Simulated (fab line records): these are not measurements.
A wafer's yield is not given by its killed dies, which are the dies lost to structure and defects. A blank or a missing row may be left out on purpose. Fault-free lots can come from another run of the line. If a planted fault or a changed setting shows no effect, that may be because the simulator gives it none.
fab line records -- flow nand-harc -- part 2 of 2: steps 5 to 6 of 6
[record] lots = 23, wafers = 69, last-day = 34
route steps=1302 shown A_STAIRCASE@712
lots that met no fault: taken from a fault-free run of the same line
start-h: hours from the record's opening day to when the first of the lot's shown wafers began -- wait-h: hours elapsed since this lot's preceding step -- " same as the row above -- L1.1+2: a row that stands for several wafers -- - value missing, or start not given -- * or withheld: withheld -- < > ~ a bound
route shown NAME@n: names a module that has steps shown in the file, with the first one's number in the route -- usual: mean/standard deviation of fault-free wafers -- same: alike in all rows -- chamber/n: place in a boat -- sites: per-site readings -- _std_site: how widely they spread, as a standard deviation -- _edge_site: the outer-site mean with the inner-site mean subtracted -- radius-mm: how far each site lies from the wafer's centre -- mask NAME#n: copy n -- behind: the last tool/chamber to shape the wafer -- hold: why the lot was held/for how many hours/how that ended -- device: transistor that didn't switch, given as n, p or np -- end of line: the route-end tests of the same wafers -- a step without rows: its recipe alone -- killed: at the first sort, the dies lost to defects and structure; wafer yield is something else -- map: shows each die of a wafer: x if killed, . if not, _ if none is there
set.NAME: the run value of the setting; set.NAME@STEP: its run value at that earlier step -- model.NAME: the simulator's own value behind a step, which no gauge read
route steps across a sampled set of lots; one table per step, one row per wafer
services: the hour from which a tool's chamber was out of use, counted from the record's first day as start-h (under 0 if before that day), plus the number of hours and why
[[steps]]
[step NHARC_A_STAIRCASE_ETCH_452]
[recipe] target-depth-a = 300, overetch-a = 30, time-s = 16.5, ion-energy-ev = 100, cf4-flow-sccm = 80, o2-flow-sccm = 20, ar-flow-sccm = 0, rf-w = 300, bias-w = 100, chemistry = CF4/O2
[usual] drypump-motor-current-A = 5.8/0.5, oes-product-au = 0.998/0.0084, rf-vpp-V = 198.0/1.2, showerhead-plenum-p-Torr = 1.34/0.05, throttle-valve-pct = 13.397/0.0089
lot.wafer,tool,chamber,start-h,wait-h,drypump-motor-current-A,oes-product-au,rf-hours-counter-h,rf-vpp-V,showerhead-plenum-p-Torr,throttle-valve-pct
L074.3,rie-diel-04,2,-,-,6.2,0.997,4,197.2,1.38,13.396
L074.5,rie-diel-04,0,-,-,5.2,1.006,-,197.3,1.29,13.393
L074.6,rie-diel-04,1,-,-,6.6,0.985,-,194.5,1.24,13.406
L075.2,rie-diel-04,3,-,-,6.0,0.995,9,200.8,1.42,13.393
L075.5,rie-diel-04,1,-,-,6.5,0.990,-,195.1,1.24,13.409
L075.6,rie-diel-04,2,-,-,6.2,0.987,-,198.4,1.37,13.392
L076.2,rie-diel-04,3,-,-,6.0,0.995,10,197.5,1.42,13.387
L076.3,rie-diel-04,0,-,-,5.3,0.987,11,196.9,1.28,13.394
L076.6,rie-diel-04,3,-,-,6.0,0.996,-,200.2,1.42,13.401
L077.2,rie-diel-12,0,-,-,5.0,1.005,44,197.2,1.30,13.395
L077.6,rie-diel-12,0,-,-,5.0,1.006,-,197.5,1.30,13.390
L077.5,rie-diel-12,1,-,-,5.5,0.988,-,197.7,1.36,13.390
L078.4,rie-diel-12,1,-,-,5.5,0.995,51,198.2,1.36,13.403
L078.1,rie-diel-12,3,-,-,6.1,1.000,44,196.6,1.30,13.418
L078.6,rie-diel-12,2,-,-,5.4,1.003,-,198.5,1.37,13.392
L079.1,rie-diel-11,3,-,-,5.0,0.988,53,197.2,1.32,13.389
L079.3,rie-diel-11,2,-,-,6.1,1.007,46,198.2,1.37,13.385
L079.5,rie-diel-11,0,-,-,6.3,0.991,-,198.4,1.38,13.392
L080.2,rie-diel-04,0,-,-,5.3,1.003,23,197.0,1.28,13.389
L080.3,rie-diel-04,1,-,-,6.6,1.004,24,196.7,1.24,13.397
L080.1,rie-diel-04,2,-,-,6.2,1.002,29,198.4,1.37,13.393
L081.3,rie-diel-04,3,-,-,6.0,0.999,34,198.6,1.41,13.390
L081.1,rie-diel-04,0,-,-,5.2,0.998,29,196.2,1.28,13.385
L081.6,rie-diel-04,3,-,-,6.0,1.005,-,200.0,1.41,13.389
L082.2,rie-diel-04,0,-,-,5.2,0.997,31,196.4,1.28,13.396
L082.6,rie-diel-04,3,-,-,6.0,1.000,-,199.3,1.41,13.404
L082.4,rie-diel-04,2,-,-,6.2,0.987,-,199.0,1.37,13.400
L083.4,rie-diel-11,1,-,-,6.2,0.999,8,198.9,1.39,13.401
L083.2,rie-diel-11,0,-,-,6.3,1.000,7,199.8,1.37,13.405
L083.5,rie-diel-11,2,-,-,6.1,1.021,-,199.5,1.37,13.389
L084.4,rie-diel-12,1,-,-,5.5,0.990,8,198.7,1.36,13.399
L084.1,rie-diel-12,2,-,-,5.5,0.987,10,196.8,1.37,13.390
L084.2,rie-diel-12,0,-,-,5.0,0.997,9,196.4,1.30,13.411
L086.2,rie-diel-04,3,-,-,6.0,0.990,44,200.6,1.41,13.396
L086.5,rie-diel-04,0,-,-,5.3,1.010,-,195.9,1.28,13.384
L086.4,rie-diel-04,3,-,-,6.0,1.005,-,199.3,1.41,13.391
L085.4,rie-diel-12,2,-,-,5.4,1.000,10,197.7,1.37,13.404
L085.2,rie-diel-12,0,-,-,5.0,1.000,10,197.1,1.30,13.405
L085.3,rie-diel-12,1,-,-,5.5,1.002,9,196.7,1.36,13.387
L087.3,rie-diel-04,3,-,-,6.0,1.001,57,200.3,1.41,13.397
L087.1,rie-diel-04,0,-,-,5.3,0.995,46,195.6,1.28,13.374
L087.2,rie-diel-04,1,-,-,6.6,1.004,31,197.2,1.24,13.406
L089.2,rie-diel-11,2,-,-,6.1,1.019,32,198.3,1.36,13.406
L089.1,rie-diel-11,3,-,-,5.0,1.010,30,197.5,1.31,13.388
L089.5,rie-diel-11,2,-,-,6.1,1.021,-,199.3,1.36,13.396
L088.3,rie-diel-11,1,-,-,6.2,0.994,41,198.2,1.38,13.395
L088.1,rie-diel-11,2,-,-,6.1,1.001,41,198.6,1.36,13.404
L088.2,rie-diel-11,3,-,-,5.0,1.001,39,197.8,1.31,13.397
L090.2,rie-diel-11,0,-,-,6.3,0.990,39,199.5,1.37,13.382
L090.6,rie-diel-11,2,-,-,6.1,1.014,-,197.5,1.36,13.406
L090.5,rie-diel-11,3,-,-,5.0,0.985,-,198.6,1.31,13.393
L091.1,rie-diel-11,1,-,-,6.2,1.003,46,199.7,1.38,13.401
L091.3,rie-diel-11,2,-,-,6.1,1.007,45,199.3,1.36,13.415
L091.5,rie-diel-11,1,-,-,6.2,0.994,-,198.1,1.38,13.399
L092.4,rie-diel-12,0,-,-,5.0,0.997,32,198.1,1.29,13.386
L092.1,rie-diel-12,1,-,-,5.5,0.996,28,196.5,1.36,13.388
L092.6,rie-diel-12,0,-,-,5.0,1.003,-,199.1,1.29,13.414
L094.4,rie-diel-12,3,-,-,6.1,0.994,35,198.3,1.29,13.384
L094.3,rie-diel-12,1,-,-,5.5,0.991,32,199.7,1.35,13.398
L094.6,rie-diel-12,0,-,-,5.0,1.000,-,197.6,1.29,13.401
L095.1,rie-diel-04,1,-,-,6.6,0.997,8,199.8,1.44,13.388
L095.4,rie-diel-04,2,-,-,6.3,0.997,10,198.5,1.36,13.406
L095.5,rie-diel-04,2,-,-,6.2,0.994,-,197.9,1.36,13.400
L097.3,rie-diel-12,2,-,-,5.4,0.996,43,197.7,1.36,13.410
L097.4,rie-diel-12,3,-,-,6.1,0.996,46,198.0,1.28,13.405
L097.6,rie-diel-12,1,-,-,5.5,1.010,-,196.4,1.35,13.389
L096.3,rie-diel-11,1,-,-,6.2,0.999,11,200.1,1.37,13.384
L096.2,rie-diel-11,2,-,-,6.1,0.995,9,198.8,1.35,13.382
L096.6,rie-diel-11,0,-,-,6.3,1.012,-,198.3,1.36,13.406
[step NHARC_A_STAIRCASE_DESCUM_312]
[recipe] time-s = 3, o2-flow-sccm = 200, ar-flow-sccm = 0, bias-power-w = 0, chemistry = O2
[usual] drypump-motor-current-A = 5.8/0.53, oes-product-au = 0.997/0.0077, rf-vpp-V = 57.9/0.95, showerhead-plenum-p-Torr = 1.93/0.073, throttle-valve-pct = 11.311/0.0096
lot.wafer,tool,chamber,start-h,wait-h,drypump-motor-current-A,oes-product-au,rf-hours-counter-h,rf-vpp-V,showerhead-plenum-p-Torr,throttle-valve-pct
L074.3,rie-diel-11,2,378.87,-,6.1,1.002,32,58.0,1.97,11.310
L074.6,rie-diel-11,0,378.87,-,6.3,0.999,-,59.0,1.98,11.309
L074.5,rie-diel-11,1,378.87,-,6.2,1.000,-,59.4,2.00,11.309
L075.2,rie-diel-11,2,394.03,-,6.1,1.004,37,57.1,1.97,11.294
L075.5,rie-diel-11,0,394.03,-,6.3,1.002,-,58.2,1.98,11.309
L075.6,rie-diel-11,1,394.03,-,6.2,0.994,-,57.6,2.00,11.307
L076.2,rie-diel-11,2,399.20,-,6.1,1.008,38,58.3,1.97,11.323
L076.3,rie-diel-11,3,399.20,-,5.0,0.993,45,56.1,1.90,11.305
L076.6,rie-diel-11,1,399.20,-,6.2,0.996,-,58.5,2.00,11.326
L077.2,rie-diel-12,2,408.29,-,5.5,1.001,45,58.0,1.97,11.322
L077.5,rie-diel-12,3,408.29,-,6.1,0.989,-,57.6,1.86,11.318
L077.6,rie-diel-12,0,408.29,-,5.0,1.002,-,58.5,1.86,11.318
L078.4,rie-diel-11,0,422.16,-,6.3,1.002,54,58.4,1.97,11.314
L078.1,rie-diel-11,2,422.16,-,6.1,1.011,47,57.8,1.96,11.313
L078.6,rie-diel-11,0,422.16,-,6.3,1.010,-,58.5,1.97,11.314
L079.1,rie-diel-04,2,425.16,-,6.2,0.999,26,58.5,1.97,11.326
L079.3,rie-diel-04,3,425.16,-,6.0,1.007,24,59.8,2.03,11.313
L079.5,rie-diel-04,0,425.16,-,5.3,1.008,-,57.5,1.84,11.324
L080.1,rie-diel-11,1,448.81,-,6.2,1.007,2,57.6,1.99,11.297
L080.3,rie-diel-11,2,448.81,-,6.1,0.998,2,57.7,1.96,11.323
L080.2,rie-diel-11,3,448.81,-,5.0,0.994,2,57.3,1.89,11.308
L081.3,rie-diel-12,1,457.72,-,5.5,0.992,1,57.7,1.95,11.308
L081.1,rie-diel-12,2,457.72,-,5.4,0.977,2,57.8,1.97,11.294
L081.6,rie-diel-12,1,457.72,-,5.5,0.999,-,59.4,1.95,11.308
L082.4,rie-diel-11,2,462.22,-,6.1,1.029,10,56.3,1.96,11.317
L082.2,rie-diel-11,3,462.22,-,5.0,1.006,9,57.8,1.89,11.296
L082.6,rie-diel-11,0,462.22,-,6.3,1.013,-,57.1,1.97,11.324
L083.2,rie-diel-04,2,467.83,-,6.2,0.985,40,59.0,1.96,11.310
L083.5,rie-diel-04,0,467.83,-,5.3,0.988,-,57.5,1.83,11.317
L083.4,rie-diel-04,2,467.83,-,6.2,0.995,-,57.2,1.96,11.323
L084.1,rie-diel-12,2,483.62,-,5.5,0.990,11,59.4,1.96,11.315
L084.2,rie-diel-12,3,483.62,-,6.1,0.991,11,57.7,1.85,11.314
L084.4,rie-diel-12,0,483.62,-,5.0,0.992,-,56.6,1.86,11.303
L086.2,rie-diel-04,0,485.49,-,5.3,1.004,41,56.6,1.83,11.316
L086.4,rie-diel-04,2,485.49,-,6.2,0.987,-,57.2,1.96,11.311
L086.5,rie-diel-04,0,485.49,-,5.3,0.990,-,56.4,1.83,11.296
L085.2,rie-diel-12,3,486.41,-,6.1,1.007,12,57.4,1.85,11.308
L085.3,rie-diel-12,2,486.41,-,5.4,0.997,11,56.3,1.96,11.312
L085.4,rie-diel-12,0,486.41,-,5.0,1.001,-,58.9,1.85,11.303
L087.2,rie-diel-12,3,519.10,-,6.1,0.990,20,56.9,1.85,11.323
L087.3,rie-diel-12,0,519.10,-,5.0,0.987,19,55.3,1.85,11.326
L087.1,rie-diel-12,2,519.10,-,5.4,0.989,19,58.4,1.96,11.309
L089.1,rie-diel-11,0,524.92,-,6.3,0.988,32,58.9,1.96,11.324
L089.2,rie-diel-11,1,524.92,-,6.2,0.995,35,58.7,1.98,11.311
L089.5,rie-diel-11,3,524.92,-,5.0,0.996,-,56.6,1.88,11.319
L088.3,rie-diel-04,0,544.25,-,5.2,0.993,0,58.9,1.83,11.304
L088.1,rie-diel-04,1,544.25,-,6.6,1.001,0,57.5,2.08,11.308
L088.2,rie-diel-04,3,544.25,-,6.0,1.006,0,58.3,2.02,11.305
L090.2,rie-diel-04,2,549.17,-,6.2,0.995,1,57.7,1.95,11.296
L090.6,rie-diel-04,0,549.17,-,5.2,0.999,-,56.6,1.83,11.321
L090.5,rie-diel-04,1,549.17,-,6.6,1.001,-,58.4,2.08,11.303
L091.1,rie-diel-12,2,558.03,-,5.4,0.985,29,58.1,1.96,11.309
L091.3,rie-diel-12,0,558.03,-,5.0,0.991,32,56.5,1.85,11.293
L091.5,rie-diel-12,2,558.03,-,5.4,0.989,-,56.2,1.96,11.308
L092.4,rie-diel-12,0,571.23,-,5.0,0.995,35,56.2,1.85,11.314
L092.1,rie-diel-12,1,571.23,-,5.5,1.012,31,57.6,1.94,11.291
L092.6,rie-diel-12,0,571.23,-,5.0,1.008,-,57.7,1.85,11.318
L094.3,rie-diel-04,0,579.00,-,5.3,1.002,7,56.7,1.82,11.307
L094.4,rie-diel-04,1,579.00,-,6.6,1.000,8,58.9,2.07,11.299
L094.6,rie-diel-04,3,579.00,-,6.0,1.002,-,58.4,2.01,11.312
L095.4,rie-diel-04,1,587.54,-,6.6,1.009,10,59.2,2.07,11.312
L095.1,rie-diel-04,3,587.54,-,6.0,0.994,11,59.4,2.01,11.315
L095.5,rie-diel-04,2,587.54,-,6.2,1.000,-,56.7,1.95,11.313
L097.4,rie-diel-12,3,610.11,-,6.1,0.984,47,57.3,1.84,11.299
L097.3,rie-diel-12,2,610.11,-,5.4,0.996,44,59.2,1.95,11.302
L097.6,rie-diel-12,3,610.11,-,6.2,0.992,-,56.8,1.84,11.318
L096.3,rie-diel-04,3,643.96,-,6.0,0.998,32,58.4,2.01,11.304
L096.2,rie-diel-04,1,643.96,-,6.6,0.994,32,58.2,2.07,11.324
L096.6,rie-diel-04,3,643.96,-,6.0,0.992,-,58.2,2.01,11.307
[[services]]
tool,chamber,start-h,hours,kind
rie-diel-12,-,335.31,2.3,repair
rie-diel-04,0,337.25,-,clean
rie-diel-04,1,337.25,-,clean
rie-diel-04,2,337.25,-,clean
rie-diel-04,3,337.25,-,clean
rie-diel-04,-,357.82,9.0,pm
acl-dep-01,-,372.72,13.0,pm
rie-diel-04,1,395.52,5.5,repair
rie-diel-12,-,396.22,1.2,repair
rie-diel-04,1,411.04,2.2,repair
rie-diel-04,0,416.90,7.5,repair
acl-dep-02,-,427.95,13.0,pm
rie-diel-12,-,445.50,9.0,pm
rie-diel-04,1,446.43,59.4,repair
acl-dep-03,-,483.13,13.0,pm
rie-diel-11,2,488.06,1.5,repair
rie-diel-04,-,534.82,9.0,pm
acl-dep-01,-,555.18,13.0,pm
rie-diel-12,3,562.56,6.0,repair
rie-diel-11,3,579.65,3.0,repair
acl-dep-02,-,609.09,13.0,pm
rie-diel-11,-,609.54,9.0,pm
rie-diel-04,0,614.70,15.9,repair
rie-diel-12,-,622.57,9.0,pm
